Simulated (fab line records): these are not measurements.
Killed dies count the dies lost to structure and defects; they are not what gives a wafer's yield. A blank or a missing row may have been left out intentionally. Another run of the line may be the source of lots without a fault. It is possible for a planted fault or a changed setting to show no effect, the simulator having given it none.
What tool caused it? | flow nand_harc | 24 lots with 72 wafers sampled at 6 steps, on a route of 1302 steps

== WHAT EACH GAUGE READ, for each wafer ==
No reading from a measuring or inspecting step in the record can be judged against a usual standard deviation.

== EACH LOT AND THE TOOL THAT RAN IT (in order: tool; ch and the chambers of the sampled wafers; start) ==
lot  | NHARC_A_CHANNEL_HOLE_D2_ETCH_20  | NHARC_A_CHANNEL_HOLE_D2_ETCH_25  | NHARC_A_CHANNEL_HOLE_D2_ETCH_27  | NHARC_A_STAIRCASE_ETCH_19      | NHARC_A_STAIRCASE_ETCH_21      | NHARC_A_STAIRCASE_ETCH_27
L074 | har_etch-02 ch 0,1, day 13 18:16 | har_etch-02 ch 0,1, day 13 21:02 | har_etch-02 ch 0,1, day 13 22:07 | rie_diel-01 ch 0,2,3, no start | rie_diel-04 ch 0,1,2, no start | rie_diel-04 ch 0,1,2, no start
L075 | har_etch-01 ch 0,1, day 13 20:03 | har_etch-01 ch 0,1, day 13 22:50 | har_etch-01 ch 0,1, day 13 23:56 | rie_diel-04 ch 1,3, no start   | rie_diel-09 ch 1,2,3, no start | rie_diel-09 ch 0,1, no start
L076 | har_etch-01 ch 0,1, day 14 11:09 | har_etch-01 ch 0,1, day 14 14:01 | har_etch-01 ch 0,1, day 14 14:58 | rie_diel-04 ch 0,1, no start   | rie_diel-04 ch 0,1,2, no start | rie_diel-04 ch 1,2, no start
L077 | har_etch-02 ch 0,1, day 14 22:40 | har_etch-02 ch 0,1, day 15 01:25 | har_etch-02 ch 0,1, day 15 02:30 | rie_diel-09 ch 1,2,3, no start | rie_diel-01 ch 0,1,2, no start | rie_diel-01 ch 1,2,3, no start
L078 | har_etch-01 ch 0,1, day 15 04:31 | har_etch-01 ch 0,1, day 15 07:18 | har_etch-01 ch 0,1, day 15 08:22 | rie_diel-04 ch 0,1,2, no start | rie_diel-04 ch 0,2,3, no start | rie_diel-04 ch 1,2,3, no start
L079 | har_etch-02 ch 0,1, day 15 09:48 | har_etch-02 ch 0,1, day 15 12:36 | har_etch-02 ch 0,1, day 15 13:40 | rie_diel-04 ch 0,1,3, no start | rie_diel-09 ch 0,2,3, no start | rie_diel-09 ch 0,1,3, no start
L080 | har_etch-01 ch 0,1, day 15 20:05 | har_etch-01 ch 0,1, day 15 22:53 | har_etch-01 ch 0,1, day 15 23:58 | rie_diel-01 ch 0,3, no start   | rie_diel-01 ch 2,3, no start   | rie_diel-01 ch 0,2, no start
L081 | har_etch-02 ch 0, day 16 04:58   | har_etch-02 ch 0, day 16 07:50   | har_etch-02 ch 0, day 16 08:48   | rie_diel-04 ch 0,2, no start   | rie_diel-09 ch 0,1,3, no start | rie_diel-09 ch 0,2,3, no start
L082 | har_etch-02 ch 0,1, day 16 15:27 | har_etch-02 ch 0,1, day 16 18:13 | har_etch-02 ch 0,1, day 16 19:19 | rie_diel-09 ch 1,2,3, no start | rie_diel-01 ch 0,1,2, no start | rie_diel-01 ch 1,2,3, no start
L083 | har_etch-01 ch 0,1, day 16 16:41 | har_etch-01 ch 0,1, day 16 19:29 | har_etch-01 ch 0,1, day 16 20:33 | rie_diel-09 ch 1,3, no start   | rie_diel-09 ch 1,2,3, no start | rie_diel-09 ch 1,3, no start
L085 | har_etch-01 ch 0,1, day 17 16:37 | har_etch-01 ch 0,1, day 17 19:28 | har_etch-01 ch 0,1, day 17 20:26 | rie_diel-09 ch 0,1,2, no start | rie_diel-01 ch 1,3, no start   | rie_diel-01 ch 1,2,3, no start
L084 | har_etch-02 ch 0,1, day 17 20:17 | har_etch-02 ch 0,1, day 17 23:11 | har_etch-02 ch 0,1, day 18 00:09 | rie_diel-04 ch 0,2,3, no start | rie_diel-09 ch 1,2, no start   | rie_diel-09 ch 1,3, no start
L086 | har_etch-01 ch 0,1, day 18 09:22 | har_etch-01 ch 0,1, day 18 12:10 | har_etch-01 ch 0,1, day 18 13:15 | rie_diel-01 ch 2,3, no start   | rie_diel-01 ch 2,3, no start   | rie_diel-01 ch 0,1,3, no start
L087 | har_etch-02 ch 0,1, day 19 07:11 | har_etch-02 ch 0,1, day 19 09:59 | har_etch-02 ch 0,1, day 19 11:04 | rie_diel-01 ch 0,2,3, no start | rie_diel-01 ch 0,1,2, no start | rie_diel-01 ch 0,2,3, no start
L089 | har_etch-02 ch 0,1, day 19 15:31 | har_etch-02 ch 0,1, day 19 18:18 | har_etch-02 ch 0,1, day 19 19:22 | rie_diel-01 ch 0,2, no start   | rie_diel-01 ch 0,2, no start   | rie_diel-01 ch 0,2,3, no start
L088 | har_etch-01 ch 1, day 19 17:27   | har_etch-01 ch 1, day 19 20:13   | har_etch-01 ch 1, day 19 21:18   | rie_diel-04 ch 0,1,3, no start | rie_diel-04 ch 1,2, no start   | rie_diel-04 ch 0,1,2, no start
L091 | har_etch-01 ch 0,1, day 20 11:44 | har_etch-01 ch 0,1, day 20 14:37 | har_etch-01 ch 0,1, day 20 15:35 | rie_diel-01 ch 0,1,2, no start | rie_diel-01 ch 0,1,3, no start | rie_diel-01 ch 0,1,2, no start
L090 | har_etch-02 ch 1, day 20 11:46   | har_etch-02 ch 1, day 20 14:40   | har_etch-02 ch 1, day 20 15:38   | rie_diel-01 ch 0,2,3, no start | rie_diel-09 ch 1,3, no start   | rie_diel-09 ch 0,3, no start
L092 | har_etch-01 ch 0,1, day 21 16:13 | har_etch-01 ch 0,1, day 21 19:05 | har_etch-01 ch 0,1, day 21 20:03 | rie_diel-01 ch 0,2,3, no start | rie_diel-01 ch 0,1,2, no start | rie_diel-01 ch 0,1,3, no start
L093 | har_etch-02 ch 0,1, day 21 18:29 | har_etch-02 ch 0,1, day 21 21:22 | har_etch-02 ch 0,1, day 21 22:20 | rie_diel-09 ch 0,1,3, no start | rie_diel-09 ch 0,1,3, no start | rie_diel-09 ch 0,1,2, no start
L095 | har_etch-01 ch 0,1, day 21 20:19 | har_etch-01 ch 0,1, day 21 23:05 | har_etch-01 ch 0,1, day 22 00:10 | rie_diel-09 ch 0,1,3, no start | rie_diel-09 ch 0,1,3, no start | rie_diel-09 ch 2,3, no start
L094 | har_etch-02 ch 0, day 22 01:40   | har_etch-02 ch 0, day 22 04:26   | har_etch-02 ch 0, day 22 05:32   | rie_diel-04 ch 1,3, no start   | rie_diel-04 ch 1,2, no start   | rie_diel-04 ch 1,2, no start
L096 | har_etch-01 ch 0,1, day 22 02:13 | har_etch-01 ch 0,1, day 22 05:02 | har_etch-01 ch 0,1, day 22 06:07 | rie_diel-04 ch 0,1,3, no start | rie_diel-09 ch 0,1, no start   | rie_diel-09 ch 2,3, no start
L097 | har_etch-02 ch 0,1, day 22 19:43 | har_etch-02 ch 0,1, day 22 22:31 | har_etch-02 ch 0,1, day 22 23:35 | rie_diel-04 ch 0,2,3, no start | rie_diel-04 ch 1,2,3, no start | rie_diel-04 ch 0,2,3, no start
- NHARC_A_CHANNEL_HOLE_D2_ETCH_20: etches the open film in C4F8/O2/Ar, time 361.9 s, target depth 1600 nm.
- NHARC_A_CHANNEL_HOLE_D2_ETCH_25: etches the open film in C4F8/O2/Ar, time 1040.2 s, target depth 1500 nm.
- NHARC_A_CHANNEL_HOLE_D2_ETCH_27: etches the open film in C4F8/O2/Ar, time 90 s, target depth 400 nm.
- NHARC_A_STAIRCASE_ETCH_19: etches the open film in C4F8/O2, target depth 100 nm, time 40.5 s.
- NHARC_A_STAIRCASE_ETCH_21: etches the open film in C4F8/O2, target depth 100 nm, time 40.5 s.
- NHARC_A_STAIRCASE_ETCH_27: etches the open film in C4F8/O2, target depth 100 nm, time 40.5 s.

== WHAT THE TOOLS THEMSELVES READ (means of the sampled wafers that have a number; where no wafer has one, the mark that the record gives instead) ==
NHARC_A_CHANNEL_HOLE_D2_ETCH_20. Usual: drypump_motor_current_A 5.9 A, standard deviation 0.35; showerhead_plenum_p_Torr 3.68 Torr, standard deviation 0.15; throttle_valve_pct 32.153 %, standard deviation 0.0094.
lot  | tool        | drypump_motor_current_A (A) | showerhead_plenum_p_Torr (Torr) | throttle_valve_pct (%) | flag
L074 | har_etch-02 | 5.6                         | 3.59                            | 32.156                 |
L075 | har_etch-01 | 6.2                         | 3.66                            | 32.154                 |
L076 | har_etch-01 | 6.3                         | 3.61                            | 32.147                 |
L077 | har_etch-02 | 5.6                         | 3.56                            | 32.165                 |
L078 | har_etch-01 | 6.3                         | 3.61                            | 32.147                 |
L079 | har_etch-02 | 5.6                         | 3.55                            | 32.148                 |
L080 | har_etch-01 | 6.3                         | 3.60                            | 32.152                 |
L081 | har_etch-02 | 5.5                         | 3.52                            | 32.153                 |
L082 | har_etch-02 | 5.6                         | 3.54                            | 32.153                 |
L083 | har_etch-01 | 6.3                         | 3.59                            | 32.163                 |
L085 | har_etch-01 | 6.3                         | 3.58                            | 32.160                 |
L084 | har_etch-02 | 5.7                         | 3.93                            | 32.157                 |
L086 | har_etch-01 | 6.3                         | 3.58                            | 32.149                 |
L087 | har_etch-02 | 5.6                         | 3.92                            | 32.160                 |
L089 | har_etch-02 | 5.6                         | 3.92                            | 32.160                 |
L088 | har_etch-01 | 6.1                         | 3.65                            | 32.151                 |
L091 | har_etch-01 | 6.3                         | 3.56                            | 32.151                 |
L090 | har_etch-02 | 5.7                         | 3.91                            | 32.158                 |
L092 | har_etch-01 | 6.3                         | 3.56                            | 32.159                 |
L093 | har_etch-02 | 5.7                         | 3.90                            | 32.140                 |
L095 | har_etch-01 | 6.3                         | 3.55                            | 32.142                 |
L094 | har_etch-02 | 5.5                         | 3.90                            | 32.149                 |
L096 | har_etch-01 | 6.2                         | 3.59                            | 32.154                 |
L097 | har_etch-02 | 5.6                         | 3.89                            | 32.153                 |

NHARC_A_CHANNEL_HOLE_D2_ETCH_25. Usual: drypump_motor_current_A 5.9 A, standard deviation 0.35; showerhead_plenum_p_Torr 3.68 Torr, standard deviation 0.15; throttle_valve_pct 32.236 %, standard deviation 0.0091.
lot  | tool        | drypump_motor_current_A (A) | showerhead_plenum_p_Torr (Torr) | throttle_valve_pct (%) | flag
L074 | har_etch-02 | 5.7                         | 3.58                            | 32.245                 |
L075 | har_etch-01 | 6.2                         | 3.65                            | 32.232                 |
L076 | har_etch-01 | 6.3                         | 3.61                            | 32.239                 |
L077 | har_etch-02 | 5.6                         | 3.55                            | 32.226                 |
L078 | har_etch-01 | 6.3                         | 3.60                            | 32.230                 |
L079 | har_etch-02 | 5.6                         | 3.55                            | 32.228                 |
L080 | har_etch-01 | 6.3                         | 3.60                            | 32.235                 |
L081 | har_etch-02 | 5.5                         | 3.51                            | 32.237                 |
L082 | har_etch-02 | 5.6                         | 3.54                            | 32.232                 |
L083 | har_etch-01 | 6.4                         | 3.59                            | 32.242                 |
L085 | har_etch-01 | 6.3                         | 3.58                            | 32.224                 |
L084 | har_etch-02 | 5.7                         | 3.92                            | 32.228                 |
L086 | har_etch-01 | 6.3                         | 3.57                            | 32.239                 |
L087 | har_etch-02 | 5.6                         | 3.92                            | 32.231                 |
L089 | har_etch-02 | 5.6                         | 3.91                            | 32.242                 |
L088 | har_etch-01 | 6.1                         | 3.64                            | 32.239                 |
L091 | har_etch-01 | 6.3                         | 3.56                            | 32.241                 |
L090 | har_etch-02 | 5.8                         | 3.90                            | 32.239                 |
L092 | har_etch-01 | 6.3                         | 3.55                            | 32.234                 |
L093 | har_etch-02 | 5.7                         | 3.90                            | 32.234                 |
L095 | har_etch-01 | 6.3                         | 3.55                            | 32.237                 |
L094 | har_etch-02 | 5.5                         | 3.89                            | 32.233                 |
L096 | har_etch-01 | 6.2                         | 3.59                            | 32.233                 |
L097 | har_etch-02 | 5.6                         | 3.89                            | 32.238                 |

NHARC_A_CHANNEL_HOLE_D2_ETCH_27. Usual: drypump_motor_current_A 5.9 A, standard deviation 0.35; rf_fwd_power_W 1988 W, standard deviation 6.6; showerhead_plenum_p_Torr 3.72 Torr, standard deviation 0.16; throttle_valve_pct 27.620 %, standard deviation 0.0095.
lot  | tool        | drypump_motor_current_A (A) | rf_fwd_power_W (W) | showerhead_plenum_p_Torr (Torr) | throttle_valve_pct (%) | flag
L074 | har_etch-02 | 5.7                         | 1996               | 3.62                            | 27.631                 |
L075 | har_etch-01 | 6.2                         | 1992               | 3.69                            | 27.620                 |
L076 | har_etch-01 | 6.3                         | 1980               | 3.65                            | 27.621                 |
L077 | har_etch-02 | 5.6                         | 1985               | 3.59                            | 27.624                 |
L078 | har_etch-01 | 6.4                         | 1980               | 3.64                            | 27.626                 |
L079 | har_etch-02 | 5.6                         | 1992               | 3.59                            | 27.616                 |
L080 | har_etch-01 | 6.3                         | 1989               | 3.63                            | 27.624                 |
L081 | har_etch-02 | 5.5                         | 1988               | 3.55                            | 27.626                 |
L082 | har_etch-02 | 5.6                         | 1990               | 3.57                            | 27.627                 |
L083 | har_etch-01 | 6.3                         | 1986               | 3.63                            | 27.613                 |
L085 | har_etch-01 | 6.3                         | 1988               | 3.62                            | 27.617                 |
L084 | har_etch-02 | 5.7                         | 1993               | 3.98                            | 27.614                 |
L086 | har_etch-01 | 6.3                         | 1985               | 3.61                            | 27.611                 |
L087 | har_etch-02 | 5.6                         | 1988               | 3.97                            | 27.630                 |
L089 | har_etch-02 | 5.6                         | 1989               | 3.96                            | 27.625                 |
L088 | har_etch-01 | 6.1                         | 1994               | 3.68                            | 27.607                 |
L091 | har_etch-01 | 6.3                         | 1982               | 3.60                            | 27.619                 |
L090 | har_etch-02 | 5.8                         | 1985               | 3.96                            | 27.627                 |
L092 | har_etch-01 | 6.3                         | 1980               | 3.59                            | 27.617                 |
L093 | har_etch-02 | 5.6                         | 1990               | 3.95                            | 27.615                 |
L095 | har_etch-01 | 6.3                         | 1984               | 3.59                            | 27.625                 |
L094 | har_etch-02 | 5.5                         | 1993               | 3.95                            | 27.627                 |
L096 | har_etch-01 | 6.2                         | 1992               | 3.63                            | 27.636                 |
L097 | har_etch-02 | 5.6                         | 1995               | 3.94                            | 27.624                 |

NHARC_A_STAIRCASE_ETCH_19. Usual: oes_product_au 0.942 a.u., standard deviation 0.01; rf_fwd_power_W 594.0 W, standard deviation 2.2; rf_vpp_V 896 V, standard deviation 6.9.
lot  | tool        | oes_product_au (a.u.) | rf_fwd_power_W (W) | rf_vpp_V (V) | flag
L074 | rie_diel-01 | 0.948                 | 594.2              | 893          |
L075 | rie_diel-04 | 0.942                 | 592.5              | 891          |
L076 | rie_diel-04 | 0.940                 | 590.9              | 893          |
L077 | rie_diel-09 | 0.951                 | 595.9              | 897          |
L078 | rie_diel-04 | 0.922                 | 594.7              | 893          |
L079 | rie_diel-04 | 0.946                 | 591.7              | 895          |
L080 | rie_diel-01 | 0.936                 | 593.1              | 901          |
L081 | rie_diel-04 | 0.947                 | 593.8              | 899          |
L082 | rie_diel-09 | 0.944                 | 595.2              | 897          |
L083 | rie_diel-09 | 0.952                 | 594.8              | 904          |
L085 | rie_diel-09 | 0.943                 | 594.4              | 892          |
L084 | rie_diel-04 | 0.940                 | 595.1              | 895          |
L086 | rie_diel-01 | 0.954                 | 594.1              | 903          |
L087 | rie_diel-01 | 0.945                 | 594.2              | 898          |
L089 | rie_diel-01 | 0.935                 | 595.1              | 897          |
L088 | rie_diel-04 | 0.940                 | 593.4              | 894          |
L091 | rie_diel-01 | 0.942                 | 596.1              | 894          |
L090 | rie_diel-01 | 0.948                 | 595.2              | 899          |
L092 | rie_diel-01 | 0.950                 | 595.0              | 898          |
L093 | rie_diel-09 | 0.942                 | 593.2              | 903          |
L095 | rie_diel-09 | 0.944                 | 594.6              | 903          |
L094 | rie_diel-04 | 0.942                 | 592.4              | 901          |
L096 | rie_diel-04 | 0.935                 | 591.1              | 900          |
L097 | rie_diel-04 | 0.945                 | 593.6              | 894          |

NHARC_A_STAIRCASE_ETCH_21. Usual: oes_product_au 0.949 a.u., standard deviation 0.016; rf_fwd_power_W 593.9 W, standard deviation 2.2; rf_vpp_V 896 V, standard deviation 7.3.
lot  | tool        | oes_product_au (a.u.) | rf_fwd_power_W (W) | rf_vpp_V (V) | flag
L074 | rie_diel-04 | 0.964                 | 593.1              | 893          |
L075 | rie_diel-09 | 0.968                 | 594.2              | 899          |
L076 | rie_diel-04 | 0.942                 | 593.0              | 894          |
L077 | rie_diel-01 | 0.947                 | 594.8              | 894          |
L078 | rie_diel-04 | 0.945                 | 594.3              | 895          |
L079 | rie_diel-09 | 0.927                 | 594.2              | 893          |
L080 | rie_diel-01 | 0.950                 | 596.5              | 902          |
L081 | rie_diel-09 | 0.969                 | 592.3              | 898          |
L082 | rie_diel-01 | 0.950                 | 594.4              | 894          |
L083 | rie_diel-09 | 0.935                 | 592.5              | 898          |
L085 | rie_diel-01 | 0.950                 | 594.3              | 901          |
L084 | rie_diel-09 | 0.973                 | 593.4              | 892          |
L086 | rie_diel-01 | 0.948                 | 592.8              | 903          |
L087 | rie_diel-01 | 0.936                 | 595.2              | 893          |
L089 | rie_diel-01 | 0.943                 | 594.6              | 895          |
L088 | rie_diel-04 | 0.935                 | 593.1              | 887          |
L091 | rie_diel-01 | 0.940                 | 593.8              | 897          |
L090 | rie_diel-09 | 0.984                 | 593.5              | 901          |
L092 | rie_diel-01 | 0.939                 | 594.3              | 893          |
L093 | rie_diel-09 | 0.949                 | 593.2              | 903          |
L095 | rie_diel-09 | 0.941                 | 594.0              | 904          |
L094 | rie_diel-04 | 0.941                 | 594.3              | 894          |
L096 | rie_diel-09 | 0.934                 | 595.9              | 904          |
L097 | rie_diel-04 | 0.937                 | 591.9              | 895          |

NHARC_A_STAIRCASE_ETCH_27. Usual: oes_product_au 0.943 a.u., standard deviation 0.009; rf_fwd_power_W 593.9 W, standard deviation 2.1; rf_vpp_V 896 V, standard deviation 7.2.
lot  | tool        | oes_product_au (a.u.) | rf_fwd_power_W (W) | rf_vpp_V (V) | flag
L074 | rie_diel-04 | 0.943                 | 593.1              | 893          |
L075 | rie_diel-09 | 0.934                 | 593.7              | 892          |
L076 | rie_diel-04 | 0.943                 | 592.6              | 888          |
L077 | rie_diel-01 | 0.939                 | 592.9              | 898          |
L078 | rie_diel-04 | 0.946                 | 590.8              | 889          |
L079 | rie_diel-09 | 0.941                 | 594.4              | 898          |
L080 | rie_diel-01 | 0.953                 | 593.1              | 894          |
L081 | rie_diel-09 | 0.932                 | 593.4              | 894          |
L082 | rie_diel-01 | 0.947                 | 594.7              | 899          |
L083 | rie_diel-09 | 0.943                 | 592.8              | 902          |
L085 | rie_diel-01 | 0.953                 | 593.7              | 898          |
L084 | rie_diel-09 | 0.947                 | 592.9              | 902          |
L086 | rie_diel-01 | 0.943                 | 595.7              | 895          |
L087 | rie_diel-01 | 0.948                 | 594.6              | 899          |
L089 | rie_diel-01 | 0.943                 | 593.4              | 898          |
L088 | rie_diel-04 | 0.931                 | 594.3              | 892          |
L091 | rie_diel-01 | 0.946                 | 595.4              | 894          |
L090 | rie_diel-09 | 0.942                 | 593.6              | 905          |
L092 | rie_diel-01 | 0.937                 | 594.6              | 896          |
L093 | rie_diel-09 | 0.949                 | 594.6              | 898          |
L095 | rie_diel-09 | 0.935                 | 593.5              | 893          |
L094 | rie_diel-04 | 0.938                 | 591.1              | 899          |
L096 | rie_diel-09 | 0.945                 | 593.1              | 893          |
L097 | rie_diel-04 | 0.939                 | 592.9              | 894          |

== THE ANSWER, worked out from the rows above alone ==
Rule: a lot is off if the mean of its wafers that have a number lies more than 3 standard deviations from the usual mean. Also off: a lot with no number at a reading for which 4 or more lots have one. Where the step has rows for the other lots, those lots are counted as sound. First the gauges in route order, then the tools' own readings, where a lot's mean is used as printed above. At the first step where some lot is off, the reading lying furthest off is the one used; lots without a number count as furthest.
No lot is off on any of the readings shown, so nothing can be concluded from this.

== WHAT HAD BEEN PUT IN BY THE SIMULATOR ==
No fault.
